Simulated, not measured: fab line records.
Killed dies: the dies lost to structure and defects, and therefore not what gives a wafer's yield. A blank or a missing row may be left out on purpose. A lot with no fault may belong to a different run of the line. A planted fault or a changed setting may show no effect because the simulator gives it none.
Code-filled problem report in 8D (eight disciplines) form    flow n5Finfet    the parts of the form that need people (team, actions taken, sign-off) are left out

== 1. THE PROBLEM ==
Wafers without a fault read 38.6 nm, standard deviation 0.53; cdNm at N5_BEOL_M6_CD_MEAS_11 reads a mean of 34.2 nm on 6 wafers belonging to 2 lots. That is -8.2 standard deviations from the usual mean.
The step: target cd 38.5 nm.
The first sign was on wafer L133.1 at day 15 02:44, on cdSem-02. The record holds 12 wafers of 4 lots with a number at this step. The rule behind "out" and "out of limits": a value lying over 4 standard deviations away from the usual mean. The rest of the wafers with a number are treated as sound.

== 2. WHAT IT IS AND WHAT IT IS NOT ==
question                     is                      is not
which readings at this step  cdNm                    -
which lots                   L133, L137              L125, L132
which wafers of those lots   all that have a number  -
read on which gauges         cdSem-02                cdSem-01
when                         from day 15 02:44       up to then (6 sound wafers)

== 3. THE SUSPECTS, EACH WITH WHAT RULES IT OUT ==
Counting: any tool at a process step up to the reading is kept as a suspect provided that every lot that is out went through it and no sound lot did after the first of them.
- the gauge at N5_BEOL_M6_CD_MEAS_11: ruled out. All the wafers that are out were read on cdSem-02, but those of them that N5_BEOL_M6_EXPOSE_08 has rows for are out there too, on other tools.
- arfiScanner-01 at N5_BEOL_M6_EXPOSE_08 (exposes mask M6): kept. All lots that are out passed through it, beginning with L133 at day 15 02:36, and no sound lot followed; its final sound lot before that point was L125 at day 10 15:35. Its own readings are out on those wafers: exposureDoseMJCm2.
Remaining after the count: arfiScanner-01 at N5_BEOL_M6_EXPOSE_08.

== 4. THE CAUSE (what the simulator had put in) ==
Process parameters drifting: arfiScanner-01 at N5_BEOL_M6_EXPOSE_08, beginning at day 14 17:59. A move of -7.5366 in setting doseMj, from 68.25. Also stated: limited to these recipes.
This tool alone remained once counting was done.

== 5. THE EFFECT CHAIN, in route order ==
One row per reading whose mean, taken over the struck wafers that have a number, lies over 3 standard deviations from the usual. Readings are gone through only where the record gives a usual standard deviation; hours: the median, over the lots, of the time from a lot's start at the first step in this table giving one to that lot's start at this step; sigmas: the change measured in usual standard deviations.
hours  step                     reading            usual        on struck wafers  change  sigmas
0      N5_BEOL_M6_EXPOSE_08     exposureDoseMJCm2  68.21        61.48             -6.73   -92
0      N5_BEOL_M6_CD_MEAS_11    cdNm               38.6 nm      34.2              -4.4    -8.2
1      N5_BEOL_M6_CD_MEAS_18    cdNm               40.2 nm      35.5              -4.7    -8.3
91     N5_BEOL_M15_RC_MEAS_101  SERP_M6            13.7 ohm/um  16.6              +2.9    +5.1
91     N5_BEOL_M15_RC_MEAS_101  SERP_M6_max_site   14.3 ohm/um  17.7              +3.4    +5.4
Process steps it contains:
- N5_BEOL_M6_EXPOSE_08: exposes mask M6.

== 6. WHAT WOULD HAVE CAUGHT IT SOONER ==
In this record the first reading out of limits at a measuring or inspecting step was taken at day 15 02:44, 9 hours after the fault began at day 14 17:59.
The tool's own readings at N5_BEOL_M6_EXPOSE_08 were out on every struck wafer that the step has a row for (exposureDoseMJCm2): an alarm limit on them would have fired on the first of those.
Among the 2 lots that are out, L137 began N5_BEOL_M6_EXPOSE_08 on arfiScanner-01 after day 15 02:44. A tool hold placed at that time would have kept it from harm.
